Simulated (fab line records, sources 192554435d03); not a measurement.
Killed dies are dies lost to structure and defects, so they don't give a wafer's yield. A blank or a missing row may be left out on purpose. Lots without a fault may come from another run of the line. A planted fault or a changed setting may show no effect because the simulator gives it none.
Which tool did it? | flow n5_finfet | 24 lots, 72 wafers sampled, at 3 steps of a route of 1938

WHAT THE GAUGES READ, wafer by wafer
N5_BEOL_M10_OVL_MEAS_12.
lot  | measured     | on         | M10_OVL (nm)
L075 | day 10 17:59 | overlay-02 | -0.5 -0.9 0.5
L074 | day 10 18:07 | overlay-02 | -0.4 0.1 -0.3
L078 | day 11 12:51 | overlay-02 | -0.1 1.2 0.8
L076 | day 11 15:57 | overlay-01 | -0.4 -1.3 -0.3
L079 | day 11 19:15 | overlay-02 | 0.5 -0.9 1.0
L081 | day 11 22:42 | overlay-01 | 0.2 -1.1 0.2
L077 | day 12 01:16 | overlay-02 | 0.9 0.4 0.1
L080 | day 12 01:26 | overlay-01 | 0.4 1.0 0.7
L082 | day 12 16:38 | overlay-02 | -0.5 0.5 -0.6
L083 | day 12 18:19 | overlay-02 | -1.7 -2.9 -1.2
L085 | day 12 21:37 | overlay-02 | -1.0 0.3 -0.7
L084 | day 13 02:40 | overlay-02 | 0.0 0.4 1.4
L087 | day 13 13:31 | overlay-01 | 0.2 -0.4 0.8
L086 | day 13 18:02 | overlay-01 | -0.3 0.6 -0.3
L088 | day 14 01:51 | overlay-01 | 0.0 1.5 -0.3
L090 | day 14 11:31 | overlay-01 | -1.9 -1.9 -1.2
L093 | day 14 19:32 | overlay-01 | -0.8 -1.0 -0.9
L092 | day 14 22:23 | overlay-01 | 0.3 0.1 -0.5
L089 | day 14 22:33 | overlay-01 | -0.8 0.2 -1.5
L094 | day 14 22:43 | overlay-01 | -0.1 -0.6 0.2
L091 | day 14 23:02 | overlay-01 | -1.5 -1.6 -1.0
L095 | day 15 22:07 | overlay-02 | -0.9 -1.2 0.3
L096 | day 15 22:17 | overlay-01 | -0.6 -0.6 1.4
L097 | day 16 07:37 | overlay-01 | -1.2 -0.9 -1.4

N5_BEOL_M10_OVL_MEAS_29.
lot  | measured     | on         | V9_OVL (nm)
L075 | day 10 20:24 | overlay-01 | 0.4 0.2 0.4
L074 | day 10 20:33 | overlay-01 | 2.3 1.9 0.8
L078 | day 11 14:42 | overlay-01 | 1.7 0.4 0.9
L076 | day 11 17:31 | overlay-01 | 0.0 0.8 1.4
L079 | day 11 20:51 | overlay-02 | -0.3 -0.2 1.0
L081 | day 11 23:46 | overlay-02 | 0.3 1.1 -0.7
L077 | day 12 02:19 | overlay-01 | 0.3 0.1 -0.6
L080 | day 12 02:26 | overlay-02 | 0.8 -0.1 0.6
L082 | day 12 17:38 | overlay-01 | 2.3 0.7 1.2
L083 | day 12 21:18 | overlay-01 | 0.5 1.2 0.9
L085 | day 12 22:38 | overlay-02 | 0.8 -0.8 1.0
L084 | day 13 04:10 | overlay-01 | 0.0 0.2 0.5
L087 | day 13 14:27 | overlay-01 | 1.4 0.6 1.3
L086 | day 13 19:50 | overlay-01 | 1.8 1.5 1.3
L088 | day 14 06:12 | overlay-01 | -1.1 -1.1 -0.1
L090 | day 14 13:49 | overlay-01 | 0.3 -0.9 0.0
L093 | day 14 21:11 | overlay-01 | -0.2 0.0 1.1
L092 | day 14 23:22 | overlay-01 | -0.7 -0.2 -0.4
L089 | day 14 23:36 | overlay-01 | -0.6 -0.3 0.2
L094 | day 15 01:38 | overlay-01 | 0.2 0.9 -0.1
L091 | day 15 01:48 | overlay-01 | 0.8 0.5 1.1
L095 | day 16 01:11 | overlay-02 | 1.8 0.4 0.9
L096 | day 16 01:22 | overlay-02 | 1.1 -0.2 0.2
L097 | day 16 10:05 | overlay-02 | 0.0 0.7 1.0

WHICH TOOL RAN EACH LOT (tool, then ch and the chambers of the sampled wafers, then the start)
lot  | N5_BEOL_M10_DESCUM_16
L075 | rie_diel-05 ch 0,2,3, day 10 18:02
L074 | rie_diel-05 ch 2,3, day 10 18:18
L078 | rie_diel-02 ch 0,2,3, day 11 13:11
L076 | rie_diel-05 ch 1,2,3, day 11 16:18
L079 | rie_diel-02 ch 1,3, day 11 19:18
L081 | rie_diel-05 ch 2,3, day 11 22:46
L077 | rie_diel-05 ch 0,1,3, day 12 01:19
L080 | rie_diel-05 ch 0,1,3, day 12 01:34
L082 | rie_diel-05 ch 0,1,2, day 12 16:42
L083 | rie_diel-06 ch 1,2, day 12 18:22
L085 | rie_diel-02 ch 0,3, day 12 21:40
L084 | rie_diel-05 ch 1,2,3, day 13 02:44
L087 | rie_diel-05 ch 0,1,2, day 13 13:34
L086 | rie_diel-02 ch 1,2, day 13 18:06
L088 | rie_diel-06 ch 1,2,3, day 14 02:14
L090 | rie_diel-05 ch 1,2,3, day 14 11:35
L093 | rie_diel-05 ch 1,3, day 14 19:58
L092 | rie_diel-06 ch 0,1,3, day 14 22:26
L089 | rie_diel-05 ch 1,2,3, day 14 22:37
L094 | rie_diel-05 ch 2,3, day 14 22:54
L091 | rie_diel-02 ch 1,3, day 14 23:06
L095 | rie_diel-02 ch 2,3, day 15 22:24
L096 | rie_diel-05 ch 0,2,3, day 15 22:35
L097 | rie_diel-06 ch 0,1,3, day 16 08:25
- N5_BEOL_M10_DESCUM_16: chemistry O2, time 7.9 s.

WHAT THE TOOLS THEMSELVES READ (means of the sampled wafers that have a number; where no wafer has one, the mark that the record gives instead)
N5_BEOL_M10_DESCUM_16.
lot  | tool        | drypump_motor_current_A (A) | oes_product_au (a.u.) | rf_vpp_V (V) | showerhead_plenum_p_Torr (Torr) | throttle_valve_pct (%)
L075 | rie_diel-05 | 5.8                         | 0.84                  | 242.7        | 2.09                            | 20.40
L074 | rie_diel-05 | 6.0                         | 0.88                  | 243.0        | 2.10                            | 20.50
L078 | rie_diel-02 | 5.6                         | 0.73                  | 243.8        | 2.10                            | 20.31
L076 | rie_diel-05 | 5.8                         | 0.90                  | 243.1        | 2.12                            | 20.42
L079 | rie_diel-02 | 6.1                         | 0.70                  | 241.0        | 2.07                            | 20.53
L081 | rie_diel-05 | 6.2                         | 0.85                  | 244.6        | 2.16                            | 20.41
L077 | rie_diel-05 | 5.5                         | 0.86                  | 242.5        | 2.05                            | 20.43
L080 | rie_diel-05 | 5.5                         | 0.86                  | 242.2        | 2.05                            | 20.43
L082 | rie_diel-05 | 5.8                         | 0.85                  | 243.0        | 2.10                            | 20.33
L083 | rie_diel-06 | 6.1                         | 0.88                  | 245.5        | 2.21                            | 20.46
L085 | rie_diel-02 | 5.8                         | 0.72                  | 243.2        | 2.06                            | 20.33
L084 | rie_diel-05 | 5.9                         | 0.87                  | 243.7        | 2.11                            | 20.45
L087 | rie_diel-05 | 5.8                         | 0.84                  | 243.0        | 2.10                            | 20.33
L086 | rie_diel-02 | 4.9                         | 0.73                  | 243.4        | 2.15                            | 20.25
L088 | rie_diel-06 | 5.9                         | 0.87                  | 243.7        | 2.15                            | 20.39
L090 | rie_diel-05 | 5.9                         | 0.86                  | 243.4        | 2.11                            | 20.46
L093 | rie_diel-05 | 5.5                         | 0.88                  | 242.1        | 2.07                            | 20.48
L092 | rie_diel-06 | 5.4                         | 0.85                  | 242.5        | 2.08                            | 20.35
L089 | rie_diel-05 | 5.9                         | 0.84                  | 243.2        | 2.11                            | 20.47
L094 | rie_diel-05 | 6.0                         | 0.84                  | 242.8        | 2.09                            | 20.56
L091 | rie_diel-02 | 6.1                         | 0.89                  | 243.2        | 2.06                            | 20.30
L095 | rie_diel-02 | 5.3                         | 0.81                  | 243.9        | 2.13                            | 20.23
L096 | rie_diel-05 | 5.9                         | 0.79                  | 242.3        | 2.08                            | 20.45
L097 | rie_diel-06 | 5.3                         | 0.83                  | 242.5        | 2.08                            | 20.39

THE ANSWER, worked out from the rows above alone
Rule: what is usual is taken from the lots themselves. Put in order of their means at a reading, lots are off if they are a third of the lots or fewer, leave a main group of 4 or more, and stand apart from it by a gap of 3 or more times the standard deviation of the main group's means; of several such gaps the widest counts. A main group whose means are all the same, to the digits that the tables above print for the reading, isn't used. A lot without any number at a reading at which 4 lots or more have one is off too. The other lots that the step has rows for count as sound. The gauges are gone through in route order, then the tools' own readings, and for those a lot's mean is taken as printed above. The first step at which some lot is off is used, and at that step the reading that is off furthest; a lot without a number counts as furthest.
No lot is off at any reading shown: from this, nothing can be told.

WHAT THE SIMULATOR HAD PUT IN
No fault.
